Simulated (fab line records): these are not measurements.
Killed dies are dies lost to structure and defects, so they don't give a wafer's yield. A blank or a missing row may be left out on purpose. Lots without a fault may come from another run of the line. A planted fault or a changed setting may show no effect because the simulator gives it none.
fab line records	flow nand-harc
[record] lots = 11	wafers = 33	last-day = 33
route steps=1302 shown P_ZERO_WELL@19 P_STI@87 END@1302
lots that met no fault: from a run of the same line without faults
start-h: start of the lot's first displayed wafer, in hours after the record's first day	wait-h: hours since the lot's step before	" repeats the value in the row above	L1.1+2: a row that stands for several wafers	- value missing, or start not given	* or withheld: withheld	< > ~ a bound
route shown NAME@n: names a module that has steps shown in the file, with the first one's number in the route	usual: the fault-free wafers' mean and standard deviation	same: alike in all rows	chamber/n: place in a boat	sites: per-site readings	_std_site: the values' standard deviation	_edge_site: the outer-site mean with the inner-site mean subtracted	radius-mm: how far each site lies from the wafer's centre	mask NAME#n: copy n	behind: the most recent tool/chamber to have shaped the wafer	hold: why the lot was held/for how many hours/how that ended	device: the transistor (n, p or np) that didn't switch	end of line: at the end of the route, the tests of the same wafers	a step given without rows: its recipe and nothing more	killed: not the wafer's yield, but the dies lost to structure and defects at the first sort	map: dies across one wafer; x = killed, . = not, _ = none there
set.NAME: the setting the step ran with; set.NAME@STEP: the setting that earlier step ran with	model.NAME: the simulator's own value behind a step, which no gauge read
a sample of lots followed through the steps of the route, with each step as a table and each wafer as a row
services: the hour from which a tool's chamber was out of use, counted from the record's first day as start-h (under 0 if before that day), plus the number of hours and why
[[steps]]
[step NHARC_P_ZERO_WELL_ETCH_63]
[recipe] target-depth-a = 1200	time-s = 40.1	hbr-flow-sccm = 150	cl2-flow-sccm = 50	rf-w = 400	icp-w = 400	bias-w = 100	chemistry = HBr/Cl2
[usual] drypump-motor-current-A = 5.8/0.48	he-backside-leak-sccm = 2.62/0.29	oes-product-au = 1.002/0.01	throttle-valve-pct = 26.404/0.0095
[same] time-s = 40.1
lot.wafer	tool	chamber	start-h	wait-h	drypump-motor-current-A	he-backside-leak-sccm	oes-product-au	rf-hours-counter-h	throttle-valve-pct
L843.4	rie-si-02	2	22.51	-	6.3	2.73	1.005	0.7	26.406
L843.5	"	3	"	"	6.0	3.04	0.995	-	26.402
L843.6	"	0	"	"	5.8	2.44	1.001	-	26.398
L844.2	rie-si-01	2	31.70	-	5.3	2.97	1.023	0.0	26.404
L844.3	"	0	"	"	5.3	2.72	1.000	0.1	26.395
L844.6	"	1	"	"	6.2	2.21	1.008	-	26.394
L845.1	rie-si-01	0	41.66	-	5.3	2.74	1.004	0.2	26.400
L845.4	"	2	"	"	5.3	2.97	1.023	0.1	26.397
L845.5	"	0	"	"	5.3	2.76	1.005	-	26.391
L846.2	rie-si-01	2	51.67	-	5.3	2.92	1.014	0.2	26.409
L846.4	"	0	"	"	5.3	2.73	1.005	0.3	26.420
L846.5	"	1	"	"	6.2	2.71	1.001	-	26.403
L850.1	rie-si-02	1	91.69	-	4.7	2.72	1.014	1.0	26.404
L850.5	"	2	"	"	6.3	2.76	0.995	-	26.407
L850.6	"	3	"	"	6.0	2.71	1.008	-	26.400
L852.2	rie-si-02	3	111.65	-	6.0	2.89	1.008	0.0	26.418
L852.3	"	1	"	"	4.7	2.71	0.996	0.1	26.406
L852.5	"	3	"	"	6.0	2.94	1.002	-	26.402
L854.4	rie-si-03	2	131.66	-	6.2	2.38	1.013	0.5	26.414
L854.3	"	3	"	"	6.2	2.46	0.994	0.5	26.402
L854.1	"	0	"	"	5.6	2.63	0.998	0.5	26.402
L855.4	rie-si-02	3	141.52	-	6.0	2.79	1.009	0.3	26.409
L855.1	"	0	"	"	5.8	2.38	0.994	0.4	26.406
L855.3	"	1	"	"	4.7	2.61	0.995	0.4	26.401
L859.1	rie-si-02	0	181.55	-	5.8	2.29	0.992	0.5	26.394
L859.2	"	1	"	"	4.7	2.64	0.988	0.5	26.395
L859.6	"	3	"	"	6.0	2.84	1.007	-	26.417
L865.1	rie-si-01	3	241.65	-	6.5	2.61	1.006	0.2	26.402
L865.3	"	0	"	"	5.3	2.66	1.007	0.1	26.404
L865.6	"	0	"	"	5.3	2.65	0.986	-	26.408
L866.4	rie-si-03	2	251.68	-	6.2	2.31	1.001	0.1	26.411
L866.3	"	3	"	"	6.2	2.32	1.009	0.1	26.398
L866.6	"	1	"	"	5.8	2.73	1.011	-	26.422
[step NHARC_P_ZERO_WELL_DESCUM_26]
[recipe] time-s = 3	o2-flow-sccm = 200	ar-flow-sccm = 0	bias-power-w = 0	chemistry = O2
[usual] drypump-motor-current-A = 5.4/0.5	oes-product-au = 1.001/0.01	rf-vpp-V = 58.0/0.9	showerhead-plenum-p-Torr = 1.96/0.067	throttle-valve-pct = 11.311/0.0091
[same] time-s = 3
lot.wafer	tool	chamber	start-h	wait-h	drypump-motor-current-A	oes-product-au	rf-hours-counter-h	rf-vpp-V	showerhead-plenum-p-Torr	throttle-valve-pct
L843.4	rie-diel-02	1	23.61	-	6.0	0.992	48	56.8	1.77	11.301
L843.5	"	2	"	"	5.7	0.992	-	57.7	1.97	11.313
L843.6	"	3	"	"	5.1	0.983	-	58.3	1.88	11.309
L844.3	rie-diel-08	3	32.78	-	5.9	1.006	1	58.1	1.96	11.299
L844.2	"	1	"	"	5.7	0.998	2	57.6	1.79	11.301
L844.6	"	2	"	"	5.0	0.989	-	58.8	1.98	11.306
L845.1	rie-diel-08	1	42.76	-	5.7	1.005	3	57.7	1.79	11.312
L845.4	"	2	"	"	5.0	1.014	3	58.9	1.98	11.310
L845.5	"	0	"	"	5.2	1.003	-	57.4	1.94	11.314
L846.2	rie-diel-02	0	52.62	-	4.9	0.984	0	58.9	2.03	11.305
L846.4	"	3	"	"	5.1	0.995	0	58.3	1.88	11.313
L846.5	"	1	"	"	6.0	0.991	-	56.8	2.08	11.293
L850.1	rie-diel-08	1	92.78	-	5.7	0.997	17	57.5	1.79	11.320
L850.6	"	3	"	"	5.9	0.998	-	58.2	1.95	11.300
L850.5	"	0	"	"	5.2	1.001	-	57.8	1.94	11.319
L852.3	rie-diel-02	3	112.76	-	5.1	1.012	23	58.1	1.87	11.300
L852.2	"	1	"	"	6.1	0.988	23	59.5	2.07	11.313
L852.5	"	3	"	"	5.1	1.004	-	57.3	1.87	11.324
L854.4	rie-diel-02	0	132.75	-	4.9	0.981	22	58.0	2.02	11.308
L854.3	"	2	"	"	5.7	0.998	30	58.0	1.96	11.311
L854.1	"	3	"	"	5.1	0.993	28	57.2	1.87	11.290
L855.1	rie-diel-05	2	142.61	-	5.9	0.999	24	58.1	1.95	11.312
L855.4	"	3	"	"	5.8	1.004	22	58.7	1.98	11.307
L855.3	"	1	"	"	4.7	1.003	24	58.7	1.92	11.326
L859.2	rie-diel-02	2	182.51	-	5.7	1.002	52	58.1	1.95	11.325
L859.1	"	0	"	"	4.9	0.993	41	58.1	2.02	11.304
L859.6	"	2	"	"	5.7	1.007	-	59.9	1.95	11.318
L865.1	rie-diel-02	1	242.74	-	6.0	0.994	5	59.2	2.05	11.303
L865.3	"	0	"	"	4.9	0.994	6	57.8	2.01	11.308
L865.6	"	2	"	"	5.7	1.004	-	57.9	1.95	11.309
L866.3	rie-diel-05	2	252.75	-	5.9	1.010	3	59.0	1.94	11.305
L866.4	"	3	"	"	5.8	1.010	2	56.3	1.97	11.308
L866.6	"	3	"	"	5.8	1.012	-	56.7	1.97	11.316
[step NHARC_P_STI_DESCUM_14]
[recipe] time-s = 3	o2-flow-sccm = 200	ar-flow-sccm = 0	bias-power-w = 0	chemistry = O2
[usual] drypump-motor-current-A = 5.9/0.42	oes-product-au = 0.998/0.0082	rf-vpp-V = 57.9/0.88	showerhead-plenum-p-Torr = 1.94/0.066	throttle-valve-pct = 11.311/0.0084
[same] time-s = 3
lot.wafer	tool	chamber	start-h	wait-h	drypump-motor-current-A	oes-product-au	rf-hours-counter-h	rf-vpp-V	showerhead-plenum-p-Torr	throttle-valve-pct
L843.4	rie-diel-12	3	48.14	-	4.6	1.018	7.7	56.3	2.06	11.303
L843.6	"	2	"	"	6.4	0.990	-	58.0	2.05	11.308
L843.5	"	3	"	"	4.6	1.008	-	56.8	2.07	11.294
L844.3	rie-diel-03	2	57.47	-	5.8	1.001	5.6	59.7	1.99	11.296
L844.2	"	0	"	"	5.8	0.991	5.0	58.4	1.94	11.321
L844.6	"	2	"	"	5.9	1.003	-	57.4	1.99	11.315
L845.1	rie-diel-03	1	64.77	-	5.5	0.985	5.1	58.3	2.02	11.302
L845.4	"	0	"	"	5.8	0.993	5.1	57.8	1.94	11.311
L845.5	"	1	"	"	5.5	0.985	-	58.8	2.02	11.304
L846.4	rie-diel-01	2	73.12	-	6.3	1.000	2.9	58.7	1.98	11.299
L846.2	"	1	"	"	5.7	0.995	3.4	57.9	1.88	11.308
L846.5	"	3	"	"	5.8	1.006	-	56.8	1.87	11.317
L850.1	rie-diel-01	2	114.72	-	6.3	0.996	5.8	57.7	1.98	11.317
L850.6	"	2	"	"	6.3	0.997	-	58.6	1.98	11.313
L850.5	"	3	"	"	5.8	0.998	-	58.1	1.87	11.303
L852.3	rie-diel-01	0	135.75	-	6.3	1.006	7.7	57.4	1.90	11.318
L852.2	"	1	"	"	5.7	0.990	8.1	57.3	1.88	11.321
L852.5	"	3	"	"	5.8	1.003	-	57.4	1.87	11.321
L854.4	rie-diel-01	3	152.99	-	5.8	0.988	8.4	58.0	1.87	11.322
L854.1	"	0	"	"	6.3	1.002	9.6	56.3	1.90	11.315
L854.3	"	1	"	"	5.6	1.000	10.0	57.4	1.88	11.332
L855.1	rie-diel-03	3	164.57	-	6.1	0.990	2.6	57.9	1.89	11.315
L855.3	"	1	"	"	5.5	0.994	2.6	58.7	2.02	11.312
L855.4	"	1	"	"	5.5	0.998	-	57.1	2.02	11.321
L859.1	rie-diel-01	0	202.16	-	6.3	1.013	14.0	57.6	1.90	11.313
L859.2	"	3	"	"	5.8	0.998	12.8	59.1	1.87	11.312
L859.6	"	0	"	"	6.3	1.001	-	57.6	1.90	11.327
L865.1	rie-diel-01	2	263.19	-	6.3	0.999	4.3	59.1	1.97	11.306
L865.3	"	3	"	"	5.8	0.997	4.5	58.3	1.86	11.326
L865.6	"	0	"	"	6.3	1.000	-	56.5	1.90	11.310
L866.4	rie-diel-01	1	272.77	-	5.7	0.998	5.8	58.3	1.88	11.309
L866.3	"	2	"	"	6.3	1.006	5.6	58.8	1.97	11.305
L866.6	"	2	"	"	6.3	1.009	-	58.7	1.97	11.320
[step NHARC_P_STI_ETCH_42]
[recipe] target-depth-a = 800	overetch-a = 240	time-s = 61	ion-energy-ev = 200	n2-flow-sccm = 150	h2-flow-sccm = 150	ar-flow-sccm = 0	rf-w = 400	bias-w = 150	chemistry = N2/H2
[usual] drypump-motor-current-A = 5.9/0.4	oes-product-au = 0.997/0.0087	rf-vpp-V = 431.4/2.1	showerhead-plenum-p-Torr = 2.07/0.073	throttle-valve-pct = 14.170/0.0087
[same] time-s = 61
lot.wafer	tool	chamber	start-h	wait-h	drypump-motor-current-A	oes-product-au	rf-hours-counter-h	rf-vpp-V	showerhead-plenum-p-Torr	throttle-valve-pct
L843.4	rie-diel-12	0	48.22	0.1	6.1	0.997	7.3	432.2	2.10	14.170
L843.5	"	3	"	"	4.6	1.007	-	433.8	2.21	14.169
L843.6	"	0	"	"	6.1	1.007	-	432.6	2.10	14.162
L844.3	rie-diel-03	2	57.56	0.1	5.8	0.997	5.6	434.3	2.12	14.185
L844.2	"	3	"	"	6.1	0.997	4.5	432.4	2.02	14.157
L844.6	"	3	"	"	6.1	0.992	-	430.1	2.02	14.170
L845.1	rie-diel-03	1	64.86	0.1	5.5	1.000	5.1	432.7	2.16	14.165
L845.4	"	2	"	"	5.9	1.001	5.7	432.1	2.12	14.187
L845.5	"	1	"	"	5.6	0.987	-	433.0	2.16	14.182
L846.4	rie-diel-01	1	73.20	0.1	5.7	0.987	3.4	428.2	2.01	14.160
L846.2	"	3	"	"	5.8	1.014	3.2	430.7	1.99	14.172
L846.5	"	2	"	"	6.3	1.000	-	432.9	2.11	14.171
L850.1	rie-diel-01	3	114.82	0.1	5.8	0.997	5.6	430.6	1.99	14.160
L850.6	"	0	"	"	6.3	0.992	-	430.1	2.03	14.172
L850.5	"	1	"	"	5.7	0.986	-	428.5	2.01	14.184
L852.3	rie-diel-01	1	135.83	0.1	5.7	0.990	8.1	429.6	2.01	14.157
L852.2	"	0	"	"	6.3	0.998	7.8	430.6	2.03	14.167
L852.5	"	2	"	"	6.2	1.010	-	432.1	2.11	14.178
L854.4	rie-diel-01	2	153.08	0.1	6.3	1.008	8.7	434.3	2.11	14.176
L854.1	"	3	"	"	5.8	0.992	8.4	428.6	1.99	14.182
L854.3	"	0	"	"	6.3	1.012	9.6	430.1	2.03	14.183
L855.1	rie-diel-03	3	164.68	0.1	6.1	0.983	2.6	430.2	2.01	14.174
L855.3	"	1	"	"	5.6	0.995	2.6	434.6	2.16	14.188
L855.4	"	3	"	"	6.1	0.989	-	429.8	2.01	14.154
L859.1	rie-diel-01	2	202.24	0.1	6.3	0.987	12.4	432.2	2.11	14.161
L859.2	"	0	"	"	6.3	1.005	14.0	429.2	2.02	14.171
L859.6	"	3	"	"	5.8	0.994	-	429.5	1.99	14.163
L865.3	rie-diel-01	3	263.27	0.1	5.8	0.873	4.5	427.9	1.99	14.169
L865.1	"	0	"	"	6.3	0.875	5.0	430.5	2.02	14.174
L865.6	"	2	"	"	6.2	0.869	-	433.2	2.10	14.174
L866.4	rie-diel-01	0	273.04	0.3	6.3	0.871	6.1	429.7	2.02	14.181
L866.3	"	2	"	"	6.3	0.879	5.7	432.4	2.10	14.184
L866.6	"	0	"	"	6.3	0.871	-	430.0	2.02	14.175
[step NHARC_END_SORT_01]
[recipe] temp-c = 25
[usual] killed-at-array = 52/18	killed-at-other = 0.6/1.1	killed-at-periphery = 3.7/2.4	killed-dies = 57/19	killed-open = 3.1/1.7	killed-short = 2.5/1.7
[same] gross-dies = 677
lot.wafer	tool	chamber	start-h	wait-h	killed-at-array	killed-at-other	killed-at-periphery	killed-dies	killed-open	killed-short
L844.2	prober-01	0	569.32	2.8	56	1	3	60	0	2
L844.3	prober-01	0	570.12	3.1	63	0	2	65	4	2
L844.6	prober-01	0	572.52	4.0	60	0	5	65	1	1
L845.1	prober-01	0	576.94	2.5	51	2	5	58	4	1
L845.4	prober-01	0	579.33	3.4	61	0	6	67	5	3
L845.5	prober-01	0	580.13	3.7	53	0	4	57	0	2
L843.4	prober-01	0	587.12	3.4	39	0	1	40	2	3
L843.5	prober-01	0	587.92	3.7	48	0	3	51	4	2
L843.6	prober-01	0	588.72	4.0	26	0	1	27	1	2
L846.2	prober-01	0	593.31	2.8	26	0	3	29	4	1
L846.4	prober-01	0	594.90	3.4	35	0	3	38	5	1
L846.5	prober-01	0	595.69	3.7	32	0	4	36	4	0
L850.1	prober-01	0	636.93	2.5	62	0	6	68	3	4
L850.5	prober-01	0	640.21	3.8	65	0	5	70	6	0
L850.6	prober-01	0	641.03	4.1	61	0	2	63	4	2
L852.2	prober-02	0	647.04	2.8	26	0	1	27	1	4
L852.3	prober-02	0	647.83	3.1	28	0	2	30	3	2
L852.5	prober-02	0	649.42	3.7	39	3	2	44	4	4
L854.1	prober-01	0	685.97	2.5	47	0	5	52	2	2
L854.3	prober-01	0	687.57	3.1	44	0	2	46	4	1
L854.4	prober-01	0	688.38	3.4	24	0	1	25	1	1
L855.1	prober-01	0	694.03	2.5	76	7	4	87	1	0
L855.3	prober-01	0	695.63	3.1	80	1	3	84	3	2
L855.4	prober-01	0	696.43	3.4	82	0	3	85	4	3
L859.1	prober-02	0	725.19	2.5	65	0	2	67	2	3
L859.2	prober-02	0	726.00	2.8	59	0	1	60	3	4
L859.6	prober-02	0	729.28	4.1	60	0	6	66	2	3
L865.1	prober-01	0	770.96	2.4	76	0	11	87	3	1
L865.3	prober-01	0	772.57	3.1	95	2	9	106	4	0
L865.6	prober-01	0	774.99	4.0	91	0	4	95	1	1
L866.3	prober-01	0	796.18	3.1	64	0	3	67	3	3
L866.4	prober-01	0	796.98	3.4	60	2	1	63	1	3
L866.6	prober-01	0	798.60	4.0	65	1	2	68	3	2
// killed by level:class
L844.2 A_CHANNEL_HOLE_D2:chamber-film-flake=21 A_SLIT:chamber-film-flake=19 A_STAIRCASE:chamber-film-flake=8 P_ZERO_WELL:chamber-film-flake=3 A_CHANNEL_FILL_D2:chamber-film-flake=3 A_DECK1_JOINT:geometric-particle:short=1 A_WL_FILL:geometric-particle:short=1 A_ZERO_WELL:chamber-film-flake=1
L844.3 A_CHANNEL_HOLE_D2:chamber-film-flake=23 A_SLIT:chamber-film-flake=19 A_STAIRCASE:chamber-film-flake=9 A_CONTACT:chamber-film-flake=4 A_CHANNEL_FILL_D1:geometric-particle:open=2 P_STI:geometric-particle:open=1 A_CHANNEL_FILL_D1:geometric-particle:short=1 A_CHANNEL_HOLE_D2:geometric-particle:short=1
L844.6 A_SLIT:chamber-film-flake=23 A_CHANNEL_HOLE_D2:chamber-film-flake=21 A_STAIRCASE:chamber-film-flake=9 P_ZERO_WELL:chamber-film-flake=3 P_GATE:chamber-film-flake=2 A_CHANNEL_FILL_D2:chamber-film-flake=2 A_ONON_D1:geometric-particle:short=1 A_SGD_CUT:geometric-particle:open=1
L845.1 A_CHANNEL_HOLE_D1:chamber-film-flake=31 A_CHANNEL_HOLE_D2:chamber-film-flake=8 P_ZERO_WELL:chamber-film-flake=2 P_M2:chamber-film-flake=2 A_STAIRCASE:chamber-film-flake=2 A_SLIT:chamber-film-flake=2 A_M1:chamber-film-flake=2 A_ONON_D1:geometric-particle:open=1
L845.4 A_CHANNEL_HOLE_D1:chamber-film-flake=28 A_CHANNEL_HOLE_D2:chamber-film-flake=8 A_CONTACT:chamber-film-flake=6 A_M1:chamber-film-flake=5 P_GATE:chamber-film-flake=3 A_STAIRCASE:chamber-film-flake=3 P_ZERO_WELL:chamber-film-flake=2 A_CHANNEL_FILL_D2:chamber-film-flake=2
L845.5 A_CHANNEL_HOLE_D1:chamber-film-flake=35 A_CHANNEL_HOLE_D2:chamber-film-flake=4 P_GATE:chamber-film-flake=3 A_STAIRCASE:chamber-film-flake=3 A_CHANNEL_FILL_D1:chamber-film-flake=2 A_DECK1_JOINT:chamber-film-flake=2 A_M1:chamber-film-flake=2 A_CHANNEL_FILL_D2:geometric-particle:short=1
L843.4 A_SLIT:chamber-film-flake=23 A_CHANNEL_HOLE_D2:chamber-film-flake=6 A_STAIRCASE:chamber-film-flake=3 A_ONON_D2:geometric-particle:short=2 A_CONTACT:chamber-film-flake=2 P_CONTACT:geometric-particle:open=1 A_ONON_D1:geometric-particle:short=1 A_SGD_CUT:geometric-particle:open=1
L843.5 A_SLIT:chamber-film-flake=24 A_STAIRCASE:chamber-film-flake=6 A_CHANNEL_HOLE_D2:chamber-film-flake=5 A_CONTACT:chamber-film-flake=5 P_GATE:chamber-film-flake=2 A_M1:chamber-film-flake=2 A_ONON_D1:geometric-particle:short=1 A_CHANNEL_HOLE_D1:geometric-particle:open=1
L843.6 A_SLIT:chamber-film-flake=13 A_CHANNEL_HOLE_D2:chamber-film-flake=4 A_M1:chamber-film-flake=3 P_M0:geometric-particle:open=1 A_DECK1_JOINT:geometric-particle:short=1 A_SGD_CUT:geometric-particle:short=1 A_CHANNEL_HOLE_D1:chamber-film-flake=1 A_CHANNEL_FILL_D2:chamber-film-flake=1
L846.2 A_CHANNEL_HOLE_D1:chamber-film-flake=5 A_SGD_CUT:chamber-film-flake=5 A_CONTACT:chamber-film-flake=5 A_STAIRCASE:chamber-film-flake=4 A_CHANNEL_HOLE_D2:chamber-film-flake=3 P_ZERO_WELL:chamber-film-flake=2 P_M0:geometric-particle:open=1 A_ONON_D1:geometric-particle:open=1
L846.4 A_CHANNEL_HOLE_D2:chamber-film-flake=7 A_SGD_CUT:chamber-film-flake=7 A_CHANNEL_HOLE_D1:chamber-film-flake=6 A_STAIRCASE:chamber-film-flake=6 A_CONTACT:chamber-film-flake=5 P_GATE:geometric-particle:open=1 P_CONTACT:geometric-particle:open=1 A_ONON_D1:geometric-particle:open=1
L846.5 A_CHANNEL_HOLE_D1:chamber-film-flake=8 A_CHANNEL_HOLE_D2:chamber-film-flake=6 A_SGD_CUT:chamber-film-flake=6 A_STAIRCASE:chamber-film-flake=5 A_CONTACT:chamber-film-flake=3 P_ZERO_WELL:chamber-film-flake=2 P_CONTACT:geometric-particle:open=1 A_SOURCE_PLATE:geometric-particle:open=1
L850.1 A_SLIT:chamber-film-flake=28 A_CHANNEL_HOLE_D2:chamber-film-flake=21 A_CONTACT:chamber-film-flake=3 P_CONTACT:chamber-film-flake=2 A_CHANNEL_HOLE_D1:chamber-film-flake=2 A_CHANNEL_FILL_D1:chamber-film-flake=2 P_GATE:geometric-particle:short=1 P_M0:geometric-particle:open=1
L850.5 A_CHANNEL_HOLE_D2:chamber-film-flake=27 A_SLIT:chamber-film-flake=23 A_CONTACT:chamber-film-flake=5 A_CHANNEL_HOLE_D1:chamber-film-flake=3 A_WL_FILL:chamber-film-flake=3 P_M0:geometric-particle:open=2 P_GATE:geometric-particle:open=1 P_CONTACT:geometric-particle:open=1
L850.6 A_SLIT:chamber-film-flake=28 A_CHANNEL_HOLE_D2:chamber-film-flake=20 A_CONTACT:chamber-film-flake=5 A_ONON_D2:geometric-particle:open=2 A_CHANNEL_HOLE_D1:chamber-film-flake=2 P_CONTACT:geometric-particle:open=1 A_CHANNEL_FILL_D1:geometric-particle:short=1 A_M0:geometric-particle:open=1
L852.2 A_CHANNEL_HOLE_D2:chamber-film-flake=6 A_CHANNEL_HOLE_D1:chamber-film-flake=6 A_CONTACT:chamber-film-flake=5 A_WL_FILL:geometric-particle:short=2 A_DECK1_JOINT:chamber-film-flake=2 A_SLIT:chamber-film-flake=2 A_CHANNEL_HOLE_D1:geometric-particle:short=1 A_BLC:geometric-particle:open=1
L852.3 A_CHANNEL_HOLE_D2:chamber-film-flake=12 A_CONTACT:chamber-film-flake=4 A_CHANNEL_FILL_D1:chamber-film-flake=2 A_SLIT:chamber-film-flake=2 P_M0:geometric-particle:short=1 A_ONON_D2:geometric-particle:short=1 A_CHANNEL_FILL_D2:geometric-particle:open=1 A_M0:geometric-particle:open=1
L852.5 A_CHANNEL_HOLE_D2:chamber-film-flake=17 A_CHANNEL_HOLE_D1:chamber-film-flake=8 A_CONTACT:chamber-film-flake=6 P_CONTACT:geometric-particle:open=1 A_ONON_D1:geometric-particle:open=1 A_CHANNEL_FILL_D1:geometric-particle:open=1 A_CHANNEL_FILL_D1:geometric-particle:short=1 A_DECK1_JOINT:geometric-particle:short=1
L854.1 A_CHANNEL_HOLE_D1:chamber-film-flake=31 A_M0:chamber-film-flake=5 P_GATE:chamber-film-flake=3 A_SLIT:chamber-film-flake=3 A_CHANNEL_HOLE_D2:geometric-particle:short=2 A_BLC:chamber-film-flake=2 P_GATE:geometric-particle:open=1 P_M0:geometric-particle:open=1
L854.3 A_CHANNEL_HOLE_D1:chamber-film-flake=30 A_DECK1_JOINT:chamber-film-flake=4 A_CONTACT:geometric-particle:open=2 A_M0:chamber-film-flake=2 P_CONTACT:geometric-particle:open=1 A_SOURCE_PLATE:geometric-particle:open=1 A_CHANNEL_FILL_D1:geometric-particle:short=1 P_GATE:chamber-film-flake=1
L854.4 A_CHANNEL_HOLE_D1:chamber-film-flake=19 A_M0:chamber-film-flake=2 P_M0:geometric-particle:open=1 A_CHANNEL_FILL_D2:geometric-particle:short=1 A_CHANNEL_FILL_D2:chamber-film-flake=1 A_CONTACT:chamber-film-flake=1
L855.1 A_CHANNEL_HOLE_D1:chamber-film-flake=29 A_SLIT:chamber-film-flake=29 A_CHANNEL_HOLE_D2:chamber-film-flake=12 THIN_TSV:chamber-film-flake=6 A_STAIRCASE:chamber-film-flake=2 A_M1:chamber-film-flake=2 STARTING-WAFER:geometric-particle:open=1 P_ZERO_WELL:chamber-film-flake=1
L855.3 A_SLIT:chamber-film-flake=37 A_CHANNEL_HOLE_D1:chamber-film-flake=19 A_CHANNEL_HOLE_D2:chamber-film-flake=16 A_ONON_D1:geometric-particle:short=2 A_CONTACT:chamber-film-flake=2 A_DECK1_JOINT:geometric-particle:open=1 A_CONTACT:geometric-particle:open=1 A_M0:geometric-particle:open=1
L855.4 A_SLIT:chamber-film-flake=30 A_CHANNEL_HOLE_D1:chamber-film-flake=29 A_CHANNEL_HOLE_D2:chamber-film-flake=8 A_CONTACT:chamber-film-flake=4 A_WL_FILL:geometric-particle:open=2 A_WL_FILL:chamber-film-flake=2 P_GATE:geometric-particle:open=1 P_CONTACT:geometric-particle:short=1
L859.1 A_CHANNEL_HOLE_D1:chamber-film-flake=25 A_CHANNEL_HOLE_D2:chamber-film-flake=19 A_SLIT:chamber-film-flake=6 A_CONTACT:chamber-film-flake=5 A_WL_FILL:chamber-film-flake=4 A_STAIRCASE:chamber-film-flake=2 P_STI:geometric-particle:short=1 A_CHANNEL_FILL_D1:geometric-particle:open=1
L859.2 A_CHANNEL_HOLE_D1:chamber-film-flake=23 A_CHANNEL_HOLE_D2:chamber-film-flake=21 A_CONTACT:chamber-film-flake=5 A_WL_FILL:geometric-particle:short=2 A_CHANNEL_FILL_D1:geometric-particle:open=1 A_DECK1_JOINT:geometric-particle:short=1 A_CHANNEL_FILL_D2:geometric-particle:short=1 A_CONTACT:geometric-particle:open=1
L859.6 A_CHANNEL_HOLE_D2:chamber-film-flake=25 A_CHANNEL_HOLE_D1:chamber-film-flake=19 P_M1:chamber-film-flake=5 A_SLIT:chamber-film-flake=4 A_STAIRCASE:chamber-film-flake=4 A_CONTACT:chamber-film-flake=4 A_ONON_D2:geometric-particle:short=2 P_STI:geometric-particle:short=1
L865.1 A_SLIT:chamber-film-flake=27 A_CHANNEL_HOLE_D2:chamber-film-flake=21 P_GATE:chamber-film-flake=11 A_CONTACT:chamber-film-flake=7 A_CHANNEL_HOLE_D1:chamber-film-flake=5 A_STAIRCASE:chamber-film-flake=5 A_SGD_CUT:chamber-film-flake=4 A_WL_FILL:geometric-particle:open=2
L865.3 A_SLIT:chamber-film-flake=33 A_CHANNEL_HOLE_D2:chamber-film-flake=25 A_CONTACT:chamber-film-flake=12 A_CHANNEL_HOLE_D1:chamber-film-flake=8 P_GATE:chamber-film-flake=5 A_STAIRCASE:chamber-film-flake=5 P_ZERO_WELL:chamber-film-flake=3 A_CHANNEL_HOLE_D1:unspecified=3
L865.6 A_SLIT:chamber-film-flake=34 A_CHANNEL_HOLE_D2:chamber-film-flake=28 A_CONTACT:chamber-film-flake=11 A_CHANNEL_HOLE_D1:chamber-film-flake=5 A_STAIRCASE:chamber-film-flake=4 A_CHANNEL_FILL_D2:chamber-film-flake=3 P_ZERO_WELL:chamber-film-flake=2 P_GATE:chamber-film-flake=2
L866.3 A_SLIT:chamber-film-flake=26 A_CHANNEL_HOLE_D2:chamber-film-flake=15 A_CONTACT:chamber-film-flake=9 A_DECK1_JOINT:chamber-film-flake=3 A_CHANNEL_FILL_D2:chamber-film-flake=2 A_BLC:chamber-film-flake=2 P_M2:geometric-particle:short=1 A_ONON_D1:geometric-particle:short=1
L866.4 A_SLIT:chamber-film-flake=26 A_CHANNEL_HOLE_D2:chamber-film-flake=17 A_CONTACT:chamber-film-flake=6 A_ZERO_WELL:chamber-film-flake=3 A_BLC:chamber-film-flake=2 THIN_TSV:chamber-film-flake=2 P_CONTACT:geometric-particle:open=1 A_CHANNEL_FILL_D1:geometric-particle:short=1
L866.6 A_SLIT:chamber-film-flake=26 A_CHANNEL_HOLE_D2:chamber-film-flake=22 A_CONTACT:chamber-film-flake=7 A_BLC:chamber-film-flake=3 A_STAIRCASE:chamber-film-flake=2 A_DECK1_JOINT:geometric-particle:short=1 A_ONON_D2:geometric-particle:open=1 A_CHANNEL_FILL_D2:geometric-particle:short=1
[[services]]
tool	chamber	start-h	hours	kind
rie-si-01	-	16.00	9.0	pm
rie-si-02	-	24.29	0.2	repair
rie-diel-01	-	26.80	9.0	pm
rie-si-01	-	33.36	0.3	repair
rie-diel-02	-	40.65	9.0	pm
rie-diel-01	2	45.34	5.1	repair
rie-si-01	-	63.69	12.1	repair
rie-si-02	-	100.00	9.0	pm
rie-diel-02	0	100.58	11.0	repair
rie-si-01	1	101.99	11.6	repair
rie-diel-03	-	104.30	9.0	pm
rie-diel-01	-	130.92	1.2	repair
rie-diel-01	1	160.13	15.5	repair
rie-diel-03	0	163.06	5.1	repair
rie-si-02	0	169.67	9.1	repair
rie-diel-01	1	180.69	8.6	repair
rie-si-01	0	191.10	22.9	repair
rie-si-01	-	193.00	9.0	pm
rie-diel-01	2	193.12	6.9	repair
rie-diel-01	-	203.80	9.0	pm
rie-si-02	1	205.77	5.2	repair
rie-diel-02	-	218.34	9.0	pm
rie-diel-03	3	222.16	2.8	repair
rie-si-02	0	249.93	11.6	repair
[[key]]
[first-sign] step = NHARC_P_STI_ETCH_42	reading = oes-product-au	direction = down	sigmas = 14	usual = 0.997	struck = 0.873
effect none on later readings
met-at NHARC_P_STI_ETCH_42
struck-lots L865,L866
tester-left-out L865,L866
not-acting-at NHARC_P_ZERO_WELL_ETCH_63,NHARC_P_ZERO_WELL_DESCUM_26,NHARC_P_STI_DESCUM_14
onset-between 202.24 263.27
[fault] kind = process-parameter-drift	tool = rie-diel-01	chamber = -	onset-h = 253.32	steps = NHARC_P_STI_ETCH_42	channel = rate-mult	offset = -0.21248	shape = step	end-h = 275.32
// tester-left-out: of these lots the tester's yield and bins aren't shown, on N5 and GAA mostly nor the transistor test; their killed dies are dies lost to structure and defects alone, not to doping, threshold or leakage, so they don't give the yield
